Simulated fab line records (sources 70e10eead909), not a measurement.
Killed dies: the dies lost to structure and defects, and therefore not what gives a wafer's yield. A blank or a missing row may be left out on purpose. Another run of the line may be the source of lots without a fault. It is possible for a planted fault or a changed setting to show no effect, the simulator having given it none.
Code-filled problem report in 8D (eight disciplines) form | flow nandHarc | the parts of the form that need people (team, actions taken, sign-off) are left out

== 1. PROBLEM STATEMENT ==
Mean of killedAtPeriphery at NHARC_END_SORT_01: 76.5 across 2 wafers in 2 lots; on wafers with no fault it is 4.0 (standard deviation 2.6). That puts it +28 standard deviations away from the usual mean.
First seen on wafer L579.5, day 30 17:47, on prober-02. The record holds 12 wafers of 4 lots with a number at this step. Rule for "out", or "out of limits": more than 4 standard deviations from the usual mean. The other wafers with a number count as sound.

== 2. WHAT THIS IS AND IS NOT ==
question                    | is                | is not
which readings at this step | killedAtPeriphery | killedAtArray, killedAtOther, killedOpen, killedShort
which lots                  | L577, L579        | L567, L572
which wafers of those lots  | L577.4, L579.5    | L577.3, L577.5, L579.3, L579.6
read on which gauges        | prober-02         | prober-01
when                        | from day 30 17:47 | up to then (7 sound wafers); but 3 sound wafers of L577, L579 came after

== 3. THE SUSPECTS, EACH WITH WHAT RULES IT OUT ==
Counting: any tool at a process step up to the reading remains a suspect provided it ran every lot that is out. Sound lots after the first of them don't rule it out here, since some wafers of a struck lot are sound.
- the gauge at NHARC_END_SORT_01: kept. All the wafers that are out were read on prober-02, and no step on other tools shows them out.
- pvdSputter-03 at NHARC_P_BONDPAD_PVD_27 (deposits Cu, target thk 30 nm, time 20.49 s): kept. It ran every lot that is out, first L577 (day 12 01:28); its last sound lot up to then is L572 (day 9 10:13).
- plasmaAsher-02 at NHARC_THIN_TSV_STRIP_62 (strips in N2/H2, time 20 s): kept. It ran every lot that is out, first L577 (day 29 23:34); its last sound lot up to then is L572 (day 26 13:22).
Still standing after the count: pvdSputter-03 at NHARC_P_BONDPAD_PVD_27, plasmaAsher-02 at NHARC_THIN_TSV_STRIP_62, prober-02 at NHARC_END_SORT_01.

== 4. THE CAUSE (what the simulator had put in) ==
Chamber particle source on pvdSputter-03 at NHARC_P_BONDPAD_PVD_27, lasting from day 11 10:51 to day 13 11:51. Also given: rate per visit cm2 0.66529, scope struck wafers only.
This tool is one of the 3 suspects left after counting.

== 5. SEQUENCE OF EFFECTS, ordered by route ==
One row per reading whose mean, taken over the struck wafers that have a number, lies over 3 standard deviations from the usual. Only readings whose record carries a usual standard deviation are examined. hours: median over the lots of the time between each lot's start at the first step of this table that gives one and its start at this step. sigmas: the change, counted in usual standard deviations.
hours | step              | reading            | usual | on struck wafers | change | sigmas
0     | NHARC_END_SORT_01 | defectLimitedYield | 90 %  | 76               | -14    | -3.6
0     | NHARC_END_SORT_01 | killedAtPeriphery  | 4.0   | 76.5             | +72.5  | +28
0     | NHARC_END_SORT_01 | killedDies         | 66    | 158              | +92    | +3.5

== 6. HOW IT WOULD HAVE BEEN CAUGHT EARLIER ==
463 hours passed between the start of the fault at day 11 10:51 and the first reading out of limits at a measuring or inspecting step in this record, taken at day 30 17:47.
An alarm limit of 4 standard deviations would not have fired on the tool readings at NHARC_P_BONDPAD_PVD_27 for which the record gives a usual standard deviation, since none of them was out on any struck wafer.
Each of the lots that are out, 2 in all, had begun NHARC_P_BONDPAD_PVD_27 on pvdSputter-03 no later than day 30 17:47. None of them would have been spared by holding the tool at that moment.
